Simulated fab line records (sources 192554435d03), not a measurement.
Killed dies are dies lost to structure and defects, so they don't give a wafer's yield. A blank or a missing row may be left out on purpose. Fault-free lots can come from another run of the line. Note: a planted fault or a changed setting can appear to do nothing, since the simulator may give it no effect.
fab line records	flow n5_finfet	part 1 of 2: steps 1 to 4 of 6
[record] lots = 24	wafers = 72	last_day = 17
route steps=1938 shown DUMMY_GATE@231 SD_EPI_N@275
lots that met no fault: taken from a fault-free run of the same line
start_h: the number of hours between the record's first day and the start of the first shown wafer of the lot	wait_h: time in hours since the lot's previous step	" same as the row above	L1.1+2: several wafers, shown together as one row	- no value, or no start given	* or withheld: withheld	< > ~ a bound
route shown NAME@n: NAME is a module with steps in the file, n the number in the route of the first one	usual: mean and standard deviation over wafers with no fault	same: alike in all rows	chamber/n: place in a boat	sites: per-site readings	_std_site: the standard deviation of these	_edge_site: inner sites' mean taken away from outer sites' mean	radius_mm: for every site, how far away it sits from the centre of the wafer	mask NAME#n: copy n	behind: the most recent tool/chamber to have shaped the wafer	hold: cause of the lot's hold/its duration in hours/its outcome	device: which transistor (n, p or np) failed to switch	end of line: at the end of the route, the tests of the same wafers	step lacking rows: just its recipe	killed: not the wafer's yield, but the dies lost to structure and defects at the first sort	map: dies across one wafer; x = killed, . = not, _ = none there
set.NAME: setting as actually run; set.NAME@STEP: the setting as run at that earlier step	model.NAME: the simulator's own value behind a step, which no gauge read
a sample of lots followed through the steps of the route, with each step as a table and each wafer as a row
services: when a tool's chamber went out of use (start_h, in hours from the record's first day, below 0 if earlier), for how many hours, and the reason
[[steps]]
[step N5_DUMMY_GATE_CD_MEAS_15]
[recipe] target_cd_nm = 25.8	landing_energy_ev = 500	detector = se_inlens
[usual] cd_nm = 24.96/0.21
lot.wafer	tool	chamber	start_h	wait_h	cd_nm
L074.1	cd_sem-03	0	47.31	-	25.23
L074.4	"	0	"	"	24.78
L074.5	"	0	"	"	25.01
L075.3	cd_sem-01	0	54.08	-	25.34
L075.4	"	0	"	"	24.69
L075.6	"	0	"	"	25.08
L076.3	cd_sem-03	0	59.18	-	24.55
L076.4	"	0	"	"	24.93
L076.6	"	0	"	"	24.56
L077.4	cd_sem-03	0	66.59	-	25.00
L077.5	"	0	"	"	25.41
L077.6	"	0	"	"	24.83
L078.2	cd_sem-01	0	69.20	-	25.03
L078.4	"	0	"	"	25.33
L078.5	"	0	"	"	25.08
L079.2	cd_sem-02	0	75.59	-	24.83
L079.3	"	0	"	"	24.84
L079.5	"	0	"	"	25.20
L080.1	cd_sem-03	0	81.71	-	25.38
L080.4	"	0	"	"	24.82
L080.6	"	0	"	"	24.82
L081.1	cd_sem-03	0	87.94	-	25.14
L081.3	"	0	"	"	24.64
L081.6	"	0	"	"	25.21
L082.2	cd_sem-02	0	96.91	-	24.82
L082.3	"	0	"	"	24.87
L082.5	"	0	"	"	24.99
L083.1	cd_sem-03	0	99.30	-	25.00
L083.4	"	0	"	"	25.01
L083.5	"	0	"	"	24.79
L084.2	cd_sem-02	0	108.18	-	25.02
L084.4	"	0	"	"	25.10
L084.6	"	0	"	"	25.06
L085.2	cd_sem-01	0	113.20	-	24.74
L085.3	"	0	"	"	25.03
L085.4	"	0	"	"	25.01
L086.1	cd_sem-03	0	121.53	-	24.71
L086.3	"	0	"	"	24.48
L086.5	"	0	"	"	24.79
L087.2	cd_sem-03	0	124.54	-	24.91
L087.4	"	0	"	"	25.01
L087.5	"	0	"	"	25.30
L088.1	cd_sem-01	0	132.94	-	25.01
L088.2	"	0	"	"	25.05
L088.5	"	0	"	"	25.11
L089.3	cd_sem-01	0	135.61	-	24.81
L089.4	"	0	"	"	25.28
L089.5	"	0	"	"	25.01
L090.3	cd_sem-02	0	142.72	-	24.78
L090.4	"	0	"	"	24.83
L090.5	"	0	"	"	24.93
L091.1	cd_sem-03	0	150.37	-	24.94
L091.2	"	0	"	"	25.22
L091.4	"	0	"	"	25.04
L092.2	cd_sem-01	0	153.72	-	24.68
L092.4	"	0	"	"	24.64
L092.5	"	0	"	"	25.27
L093.1	cd_sem-03	0	162.56	-	24.93
L093.4	"	0	"	"	24.98
L093.5	"	0	"	"	25.06
L094.1	cd_sem-02	0	165.92	-	25.20
L094.2	"	0	"	"	24.93
L094.3	"	0	"	"	25.14
L095.2	cd_sem-01	0	171.78	-	25.16
L095.4	"	0	"	"	25.35
L095.6	"	0	"	"	24.97
L096.3	cd_sem-02	0	177.60	-	25.05
L096.4	"	0	"	"	25.23
L096.5	"	0	"	"	24.87
L097.4	cd_sem-03	0	186.88	-	24.85
L097.5	"	0	"	"	24.80
L097.6	"	0	"	"	24.85
[step N5_DUMMY_GATE_OVL_MEAS_16]
[recipe] points_per_wafer = 522
[usual] GATE_OVL = -0.3/0.72
lot.wafer	tool	chamber	start_h	wait_h	GATE_OVL[nm]
L074.1	overlay-01	0	47.35	0.0	0.0
L074.4	"	0	"	"	0.3
L074.5	"	0	"	"	0.7
L075.3	overlay-02	0	54.13	0.0	-1.2
L075.4	"	0	"	"	-0.9
L075.6	"	0	"	"	-0.4
L076.3	overlay-02	0	59.22	0.0	-0.4
L076.4	"	0	"	"	-0.5
L076.6	"	0	"	"	-0.4
L077.4	overlay-02	0	66.64	0.0	0.3
L077.5	"	0	"	"	-0.5
L077.6	"	0	"	"	-0.3
L078.2	overlay-01	0	69.25	0.0	-0.8
L078.4	"	0	"	"	-0.1
L078.5	"	0	"	"	-0.6
L079.2	overlay-02	0	75.63	0.0	0.9
L079.3	"	0	"	"	1.2
L079.5	"	0	"	"	1.1
L080.1	overlay-02	0	81.75	0.0	-0.2
L080.4	"	0	"	"	-0.1
L080.6	"	0	"	"	0.2
L081.1	overlay-02	0	87.98	0.0	0.0
L081.3	"	0	"	"	-1.3
L081.6	"	0	"	"	-0.4
L082.2	overlay-01	0	96.96	0.0	0.5
L082.3	"	0	"	"	-0.6
L082.5	"	0	"	"	1.1
L083.1	overlay-02	0	99.34	0.0	-0.8
L083.4	"	0	"	"	-0.1
L083.5	"	0	"	"	-0.6
L084.2	overlay-01	0	108.22	0.0	-1.5
L084.4	"	0	"	"	-0.5
L084.6	"	0	"	"	-1.0
L085.2	overlay-01	0	113.24	0.0	-0.1
L085.3	"	0	"	"	-0.5
L085.4	"	0	"	"	-0.8
L086.1	overlay-01	0	121.57	0.0	0.0
L086.3	"	0	"	"	-0.3
L086.5	"	0	"	"	-0.3
L087.2	overlay-02	0	124.58	0.0	-1.4
L087.4	"	0	"	"	-1.0
L087.5	"	0	"	"	-1.5
L088.1	overlay-01	0	132.98	0.0	-0.7
L088.2	"	0	"	"	-1.4
L088.5	"	0	"	"	-1.7
L089.3	overlay-01	0	135.66	0.0	-0.8
L089.4	"	0	"	"	0.1
L089.5	"	0	"	"	-1.1
L090.3	overlay-01	0	142.76	0.0	-1.8
L090.4	"	0	"	"	-1.0
L090.5	"	0	"	"	-1.0
L091.1	overlay-02	0	150.41	0.0	-0.7
L091.2	"	0	"	"	0.1
L091.4	"	0	"	"	-0.5
L092.2	overlay-01	0	153.76	0.0	0.2
L092.4	"	0	"	"	0.7
L092.5	"	0	"	"	0.2
L093.1	overlay-02	0	162.60	0.0	-1.6
L093.4	"	0	"	"	-2.0
L093.5	"	0	"	"	-1.6
L094.1	overlay-01	0	165.96	0.0	1.1
L094.2	"	0	"	"	0.4
L094.3	"	0	"	"	0.8
L095.2	overlay-01	0	171.82	0.0	-0.7
L095.4	"	0	"	"	0.1
L095.6	"	0	"	"	0.1
L096.3	overlay-02	0	177.65	0.0	-0.1
L096.4	"	0	"	"	0.2
L096.5	"	0	"	"	0.2
L097.4	overlay-02	0	186.93	0.0	-0.9
L097.5	"	0	"	"	-0.3
L097.6	"	0	"	"	-1.3
[step N5_DUMMY_GATE_ETCH_37]
[recipe] chemistry = N2/H2	target = SOC	target_depth_a = 600	overetch_a = 300	temp_c = 40	ion_energy_ev = 200	pressure_mtorr = 30	source_w = 840	bias_w = 150	n2_flow_sccm = 200	h2_flow_sccm = 200
[usual] drypump_motor_current_A = 5.8/0.51	oes_product_au = 0.64/0.075	rf_vpp_V = 525.5/2.5	showerhead_plenum_p_Torr = 2.60/0.086	throttle_valve_pct = 17.7/0.31
lot.wafer	tool	chamber	start_h	wait_h	drypump_motor_current_A	oes_product_au	rf_hours_counter_h	rf_vpp_V	showerhead_plenum_p_Torr	throttle_valve_pct
L074.1	rie_diel-01	0	47.59	0.0	6.7	0.62	127	527.1	2.65	17.6
L074.4	"	2	"	"	5.4	0.57	193	526.0	2.63	17.9
L074.5	"	1	"	"	5.0	0.55	-	519.6	2.40	18.0
L075.3	rie_diel-06	3	54.35	0.0	6.2	0.54	237	524.9	2.61	17.6
L075.4	"	0	"	"	5.0	0.75	8	529.2	2.70	17.4
L075.6	"	0	"	"	5.0	0.75	-	528.5	2.70	17.4
L076.3	rie_diel-06	1	59.45	0.0	5.9	0.56	241	525.6	2.60	17.9
L076.4	"	3	"	"	6.2	0.54	238	524.9	2.61	17.6
L076.6	"	2	"	"	6.4	0.59	-	520.5	2.43	18.3
L077.4	rie_diel-03	2	66.90	0.0	6.0	0.60	-	526.9	2.65	17.8
L077.5	"	0	"	"	5.3	0.60	-	527.7	2.65	17.5
L077.6	"	1	"	"	5.9	0.62	-	527.3	2.65	17.8
L078.2	rie_diel-06	0	69.48	0.0	5.0	0.74	12	528.8	2.70	17.4
L078.4	"	1	"	"	5.9	0.56	244	524.8	2.60	17.9
L078.5	"	2	"	"	6.4	0.58	-	520.9	2.43	18.3
L079.2	rie_diel-06	0	75.98	0.0	5.0	0.73	14	530.1	2.70	17.4
L079.3	"	2	"	"	6.4	0.58	168	520.4	2.43	18.3
L079.5	"	0	"	"	5.0	0.73	-	529.2	2.70	17.4
L080.1	rie_diel-03	2	81.99	0.0	6.0	0.60	160	526.9	2.65	17.8
L080.4	"	3	"	"	5.7	0.79	0	525.6	2.61	17.7
L080.6	"	2	"	"	6.0	0.60	-	526.8	2.65	17.8
L081.1	rie_diel-06	3	88.22	0.0	6.2	0.53	248	525.0	2.61	17.6
L081.3	"	0	"	"	5.0	0.71	19	527.5	2.70	17.4
L081.6	"	1	"	"	5.9	0.56	-	526.4	2.60	17.9
L082.2	rie_diel-01	3	97.19	0.0	5.7	0.70	35	522.2	2.49	17.5
L082.3	"	1	"	"	5.0	0.74	5	528.9	2.72	17.6
L082.5	"	1	"	"	5.0	0.74	-	528.6	2.72	17.6
L083.1	rie_diel-03	2	99.58	0.0	6.0	0.59	164	526.5	2.65	17.8
L083.4	"	3	"	"	5.7	0.76	4	527.0	2.61	17.7
L083.5	"	1	"	"	5.9	0.61	-	527.0	2.64	17.8
L084.2	rie_diel-01	2	108.66	0.0	5.4	0.56	211	525.6	2.63	18.0
L084.4	"	1	"	"	5.0	0.72	9	527.5	2.72	17.6
L084.6	"	3	"	"	5.7	0.69	-	523.9	2.49	17.5
L085.2	rie_diel-03	1	113.47	0.0	5.9	0.60	164	526.2	2.64	17.9
L085.3	"	2	"	"	6.0	0.59	169	525.4	2.64	17.8
L085.4	"	0	"	"	5.3	0.60	-	527.5	2.65	17.5
L086.1	rie_diel-01	0	121.80	0.0	6.7	0.61	151	526.3	2.64	17.7
L086.3	"	3	"	"	5.7	0.70	42	522.8	2.49	17.5
L086.5	"	2	"	"	5.4	0.55	-	526.4	2.63	18.0
L087.2	rie_diel-06	2	124.81	0.0	6.4	0.57	185	520.7	2.42	18.3
L087.4	"	0	"	"	5.0	0.71	-	527.9	2.69	17.4
L087.5	"	3	"	"	6.2	0.76	-	525.8	2.61	17.1
L088.1	rie_diel-06	2	133.22	0.0	6.4	0.57	188	520.5	2.42	18.3
L088.2	"	3	"	"	6.2	0.75	7	525.0	2.60	17.2
L088.5	"	0	"	"	5.0	0.70	-	528.1	2.69	17.4
L089.3	rie_diel-06	3	135.88	0.0	6.1	0.75	8	524.5	2.60	17.1
L089.4	"	0	"	"	5.0	0.70	35	528.5	2.69	17.4
L089.5	"	1	"	"	5.9	0.77	-	524.9	2.60	17.5
L090.3	rie_diel-06	1	142.99	0.0	5.9	0.76	4	525.7	2.59	17.5
L090.4	"	0	"	"	5.0	0.69	37	528.3	2.69	17.4
L090.5	"	1	"	"	5.9	0.76	-	526.4	2.59	17.5
L091.1	rie_diel-03	2	150.96	0.0	6.0	0.58	180	525.4	2.64	17.9
L091.2	"	0	"	"	5.3	0.59	163	527.9	2.64	17.5
L091.4	"	3	"	"	5.8	0.72	17	525.7	2.61	17.7
L092.2	rie_diel-03	3	154.00	0.0	5.7	0.72	18	526.3	2.61	17.7
L092.4	"	0	"	"	5.2	0.59	164	526.8	2.64	17.5
L092.5	"	0	"	"	5.2	0.59	-	524.9	2.64	17.5
L093.1	rie_diel-01	2	162.84	0.0	5.4	0.55	227	525.1	2.62	18.0
L093.4	"	3	"	"	5.8	0.67	57	522.0	2.48	17.6
L093.5	"	2	"	"	5.4	0.55	-	525.8	2.62	18.0
L094.1	rie_diel-06	1	166.20	0.0	5.9	0.74	10	525.6	2.59	17.5
L094.2	"	2	"	"	6.4	0.56	198	519.7	2.42	18.3
L094.3	"	3	"	"	6.1	0.74	18	524.8	2.60	17.1
L095.2	rie_diel-01	3	172.23	0.0	5.8	0.67	58	523.0	2.48	17.5
L095.4	"	0	"	"	6.7	0.60	167	527.8	2.64	17.7
L095.6	"	3	"	"	5.7	0.67	-	521.2	2.48	17.6
L096.3	rie_diel-06	1	177.87	0.0	5.9	0.74	13	525.3	2.59	17.5
L096.4	"	0	"	"	5.0	0.68	48	530.2	2.69	17.4
L096.5	"	3	"	"	6.2	0.72	-	526.7	2.60	17.2
L097.4	rie_diel-03	3	187.42	0.0	5.7	0.70	27	524.5	2.60	17.7
L097.5	"	0	"	"	5.3	0.58	-	525.2	2.64	17.5
L097.6	"	3	"	"	5.8	0.70	-	525.0	2.60	17.7
[step N5_DUMMY_GATE_STRIP_48]
[recipe] chemistry = N2/H2	time_s = 20	power_w = 100	temp_c = 40	pressure_mtorr = 100	rf_frequency_hz = 6e+07	bias_power_w = 3	n2_flow_sccm = 300	h2_flow_sccm = 300
[usual] drypump_motor_current_A = 5.8/0.55	oes_product_au = 0.80/0.096	rf_vpp_V = 45.5/0.8	showerhead_plenum_p_Torr = 3.47/0.098	throttle_valve_pct = 12.11/0.28
lot.wafer	tool	chamber	start_h	wait_h	drypump_motor_current_A	oes_product_au	rf_hours_counter_h	rf_vpp_V	showerhead_plenum_p_Torr	throttle_valve_pct
L074.1	rie_diel-01	0	48.69	0.0	6.7	0.79	127	45.7	3.52	12.06
L074.4	"	1	"	"	5.0	0.69	248	45.1	3.20	12.49
L074.5	"	3	"	"	5.8	0.92	-	45.7	3.31	11.82
L075.3	rie_diel-06	0	55.26	0.0	5.0	0.95	8	45.7	3.58	11.71
L075.4	"	2	"	"	6.4	0.74	162	46.2	3.23	12.66
L075.6	"	3	"	"	6.2	0.69	-	46.6	3.46	12.13
L076.3	rie_diel-06	0	60.27	0.0	5.0	0.94	9	47.5	3.58	11.72
L076.4	"	3	"	"	6.2	0.67	238	45.7	3.46	12.13
L076.6	"	2	"	"	6.4	0.75	-	45.3	3.23	12.64
L077.4	rie_diel-01	3	67.73	0.0	5.7	0.91	-	44.5	3.31	11.83
L077.5	"	2	"	"	5.4	0.70	-	44.5	3.49	12.37
L077.6	"	0	"	"	6.7	0.77	-	45.7	3.51	12.08
L078.2	rie_diel-06	1	70.58	0.0	5.9	0.69	244	45.0	3.45	12.42
L078.4	"	2	"	"	6.4	0.74	166	45.4	3.23	12.66
L078.5	"	2	"	"	6.4	0.73	-	45.0	3.23	12.66
L079.2	rie_diel-03	2	76.80	0.0	6.0	0.76	158	44.6	3.51	12.25
L079.3	"	0	"	"	5.2	0.76	141	45.4	3.51	11.94
L079.5	"	2	"	"	6.0	0.75	-	46.0	3.51	12.26
L080.1	rie_diel-01	0	82.80	0.0	6.7	0.78	139	45.4	3.51	12.08
L080.4	"	2	"	"	5.4	0.71	-	45.7	3.49	12.39
L080.6	"	1	"	"	5.1	0.96	-	44.5	3.60	11.86
L081.1	rie_diel-03	3	89.11	0.0	5.8	0.96	2	45.5	3.47	11.93
L081.3	"	2	"	"	6.0	0.75	161	44.3	3.51	12.26
L081.6	"	0	"	"	5.3	0.75	-	47.1	3.51	11.94
L082.2	rie_diel-01	3	98.01	0.0	5.7	0.89	35	46.3	3.31	11.83
L082.3	"	1	"	"	5.0	0.93	6	46.5	3.60	11.85
L082.5	"	1	"	"	5.0	0.94	-	46.1	3.60	11.87
L083.1	rie_diel-01	3	100.50	0.0	5.7	0.90	36	46.7	3.31	11.84
L083.4	"	1	"	"	5.0	0.94	6	46.1	3.60	11.87
L083.5	"	1	"	"	5.0	0.94	-	46.4	3.60	11.87
L084.2	rie_diel-01	1	109.74	0.0	5.0	0.93	9	45.4	3.60	11.88
L084.4	"	2	"	"	5.4	0.70	211	45.8	3.48	12.42
L084.6	"	0	"	"	6.7	0.77	-	45.1	3.51	12.11
L085.2	rie_diel-03	2	114.29	0.0	6.0	0.75	169	44.7	3.51	12.28
L085.3	"	0	"	"	5.3	0.74	153	44.5	3.51	11.97
L085.4	"	1	"	"	5.9	0.77	-	45.2	3.50	12.28
L086.1	rie_diel-03	0	122.65	0.0	5.3	0.75	156	45.7	3.50	11.96
L086.3	"	2	"	"	6.0	0.75	173	44.4	3.50	12.28
L086.5	"	3	"	"	5.8	0.94	-	45.5	3.46	11.97
L087.2	rie_diel-01	3	125.63	0.0	5.7	0.89	44	45.6	3.30	11.85
L087.4	"	1	"	"	5.0	0.91	14	46.6	3.60	11.89
L087.5	"	2	"	"	5.4	0.70	-	45.1	3.48	12.42
L088.1	rie_diel-01	0	134.05	0.0	6.7	0.77	155	44.2	3.50	12.11
L088.2	"	2	"	"	5.4	0.69	219	44.0	3.48	12.44
L088.5	"	1	"	"	5.0	0.91	-	44.8	3.60	11.90
L089.3	rie_diel-01	0	136.70	0.0	6.7	0.77	155	46.2	3.50	12.11
L089.4	"	2	"	"	5.4	0.69	220	45.3	3.48	12.43
L089.5	"	1	"	"	5.0	0.91	-	46.5	3.60	11.90
L090.3	rie_diel-06	0	143.82	0.0	5.0	0.89	37	46.0	3.56	11.79
L090.4	"	3	"	"	6.2	0.95	11	45.0	3.45	11.54
L090.5	"	2	"	"	6.4	0.72	-	46.6	3.22	12.72
L091.1	rie_diel-03	1	152.10	0.0	5.9	0.76	176	45.3	3.49	12.30
L091.2	"	2	"	"	6.0	0.74	181	45.9	3.50	12.28
L091.4	"	0	"	"	5.3	0.74	164	45.4	3.50	11.99
L092.2	rie_diel-06	3	154.87	0.0	6.2	0.95	14	45.5	3.45	11.56
L092.4	"	2	"	"	6.4	0.72	194	45.9	3.22	12.73
L092.5	"	0	"	"	5.0	0.89	-	45.6	3.56	11.80
L093.1	rie_diel-01	1	163.66	0.0	5.0	0.89	26	45.6	3.59	11.92
L093.4	"	0	"	"	6.7	0.76	-	44.9	3.50	12.16
L093.5	"	1	"	"	5.0	0.89	-	45.4	3.59	11.92
L094.1	rie_diel-01	1	167.02	0.0	5.0	0.89	28	44.3	3.59	11.93
L094.2	"	0	"	"	6.7	0.76	165	46.4	3.50	12.15
L094.3	"	2	"	"	5.4	0.69	228	45.1	3.47	12.46
L095.2	rie_diel-06	3	173.06	0.0	6.2	0.93	20	45.1	3.45	11.59
L095.4	"	0	"	"	5.0	0.86	47	45.9	3.56	11.83
L095.6	"	2	"	"	6.4	0.71	-	45.1	3.21	12.75
L096.3	rie_diel-03	1	178.69	0.0	5.9	0.75	183	44.8	3.49	12.32
L096.4	"	2	"	"	6.0	0.72	188	46.3	3.50	12.34
L096.5	"	3	"	"	5.8	0.88	-	45.6	3.45	11.99
L097.4	rie_diel-03	2	188.62	0.0	6.0	0.72	192	44.2	3.49	12.32
L097.5	"	2	"	"	6.0	0.73	-	46.0	3.49	12.33
L097.6	"	3	"	"	5.8	0.89	-	46.4	3.45	12.02
